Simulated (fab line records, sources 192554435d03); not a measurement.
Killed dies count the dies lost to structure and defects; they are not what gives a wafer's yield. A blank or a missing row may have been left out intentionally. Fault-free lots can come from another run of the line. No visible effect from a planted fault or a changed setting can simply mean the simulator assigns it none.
A struck lot beside a sound one || flow n5_finfet || 37 out of 1938 route steps
Sound: the wafers L549.3, L549.4, L549.6. The struck wafers were L551.2, L551.4, L551.5. The cause is named last.
Order at every step that has rows: each side's tool, ch and its chambers, its first start. Under that, the readings that differ: sound wafers || struck wafers || difference of the means || sigmas: that difference in standard deviations of wafers without a fault.
alike: a reading whose means differ by less than 2 such deviations, as well as words and numbers matching on both sides. not compared: withheld readings; readings where some wafer has no value; bounds like >300 that might hide an equal value; numbers whose values overlap and for which the record gives no deviation.
A row with sigmas, a row that says differs or no value, or rows on one side alone: a step with any of these is where the two part. Numbers that don't overlap but have no deviation are shown without sigmas and don't part them. Lack of a reading on every wafer of one side parts them only where that side has two or more wafers.

first, 9 steps without rows for these wafers: N5_BEOL_M4_ANNEAL_95 (time 240 s); N5_BEOL_M4_SPUTTER_96 (material Cu, target thk 4.5 nm, time 8.29 s); N5_BEOL_M4_ECD_50 (material Cu, target thk 300 nm); N5_BEOL_M4_ANNEAL_51 (time 90 s); N5_BEOL_M4_CMP_52 (polishes, stops on SiOC, t overpolish 6.8 s, target thk 40 nm); N5_BEOL_M4_PRE_CLEAN_60 (time 15 s); N5_BEOL_M4_CO_CAP_55 (material Co, precursor CCTBA/H2, target thk 2 nm, time 102.1 s); N5_BEOL_M4_PRE_CLEAN_56 (time 15 s); N5_BEOL_M4_DEP_57 (deposits SiCN from 3MS/NH3, target thk 8 nm, time 14 s).
N5_BEOL_M4_RC_MEAS_101:
  sound on prober-02 ch 0, day 8 11:49; struck on prober-02 ch 0, day 9 00:07
  alike: DIBL_N, DIBL_P, IOFF_N, IOFF_P, ION_N, ION_P, SS_N, SS_P, VT_N, VT_P
then, 24 steps without rows for these wafers: N5_BEOL_M5_ILD_DEP_00 (deposits SiCOH lowk from DEMS/porogen, target thk 140.64 nm, time 25.9 s); N5_BEOL_M5_CURE_79 (cures SiCOH lowk, time 240 s); N5_BEOL_M5_PECVD_70 (deposits SiO2 from TEOS/O2, target thk 16 nm, time 18 s); N5_BEOL_M5_HM_DEP_02 (deposits TiN, target thk 20 nm); N5_BEOL_M5_COAT_59 (time 60 s, resist thk 60 nm); N5_BEOL_M5_COAT_60 (time 60 s, resist thk 12 nm); N5_BEOL_M5_COAT_71 (time 60 s, resist thk 5 nm); N5_BEOL_M5_COAT_05 (resist thk 30 nm); N5_BEOL_M5_EBR_07; N5_BEOL_M5_SOFTBAKE_06 (time 60 s); N5_BEOL_M5_EXPOSE_08 (exposes mask M5, target cd 28 nm); N5_BEOL_M5_PEB_09 (peb time 60 s); N5_BEOL_M5_DEVELOP_10 (develop time 30 s); N5_BEOL_M5_DESCUM_16 (chemistry O2, time 7 s); N5_BEOL_M5_ETCH_72 (etches underlayer in N2/H2, target depth 6.5 nm, time 5.2 s); N5_BEOL_M5_ETCH_61 (etches SiARC in CF4, target depth 15.6 nm, time 26 s); N5_BEOL_M5_ETCH_62 (etches SOC in N2/H2, target depth 75 nm, overetch 15 nm, time 112.5 s); N5_BEOL_M5_STRIP_63 (strips in N2/H2); N5_BEOL_M5_STRIP_73 (strips in N2/H2); N5_BEOL_M5_STRIP_64 (strips in CF4); N5_BEOL_M5_HM_OPEN_17 (chemistry Cl2/BCl3, target TiN, target depth 20 nm, overetch 6 nm); N5_BEOL_M5_STRIP_19 (strips in O2); N5_BEOL_M5_COAT_65 (time 60 s, resist thk 60 nm); N5_BEOL_M5_COAT_66 (time 60 s, resist thk 12 nm).
N5_BEOL_M10_EXPOSE_25: exposes mask V9.
  sound on arfi_scanner-01 ch 0, day 10 14:03; struck on arfi_scanner-01 ch 0, day 10 23:37
{"reading": "exposure_dose_mJ_cm2", "sound": "85.28 85.43 85.36", "struck": "97.06 97.06 97.06", "difference": "+11.70", "sigmas": "+99 or more"}
  alike: mask
N5_BEOL_M10_CD_MEAS_28: the cd target is 70 nm.
  sound on cd_sem-02 ch 0, day 10 14:10; struck on cd_sem-01 ch 0, day 10 23:44
{"reading": "cd_nm (nm)", "sound": "68.5 69.8 69.0", "struck": "81.9 81.5 80.6", "difference": "+12.2", "sigmas": "+13"}
-- a jump in the record: the struck wafers' starts before and after are 2 days apart (it breaks off in module BEOL_M10 and resumes in module PASSIVATION, where the first step shown is number 1936 of the route) --
N5_PASSIVATION_PROBE_49:
  sound on prober-01 at day 12 13:40; struck on prober-01 at day 13 03:21
{"reading": "defect_limited_yield (%)", "sound": "90.8 92.5 88.4", "struck": "58.2 64.8 74.2", "difference": -24.8, "sigmas": -15}
{"reading": "killed_at_M4_up", "sound": "12 13 20", "struck": "393 332 224", "difference": "+301", "sigmas": "+47"}
{"reading": "killed_dies", "sound": "109 88 137", "struck": "493 415 305", "difference": "+293", "sigmas": "+15"}
{"reading": "killed_on_rim", "sound": "12 8 15", "struck": "132 114 82", "difference": "+98", "sigmas": "+24"}
{"reading": "sort_n_pass", "sound": "1071 1092 1043", "struck": "687 765 875", "difference": -293, "sigmas": -14}
{"reading": "sort_yield_pct (%)", "sound": "90.8 92.5 88.4", "struck": "58.2 64.8 74.2", "difference": -24.8, "sigmas": -15}
  alike: killed_at_M0_to_M3, killed_at_contacts, killed_at_front_end, killed_at_other, killed_open, killed_short, sort_bin_5_function, sort_bin_6_memory

## WHERE THEY PART
First at N5_BEOL_M10_EXPOSE_25; last, within this record, at N5_PASSIVATION_PROBE_49.

WHY: whatever the simulator had introduced
Drift in process parameters on arfi_scanner-01 at N5_BEOL_M10_EXPOSE_25, starting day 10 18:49. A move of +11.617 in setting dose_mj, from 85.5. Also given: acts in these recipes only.
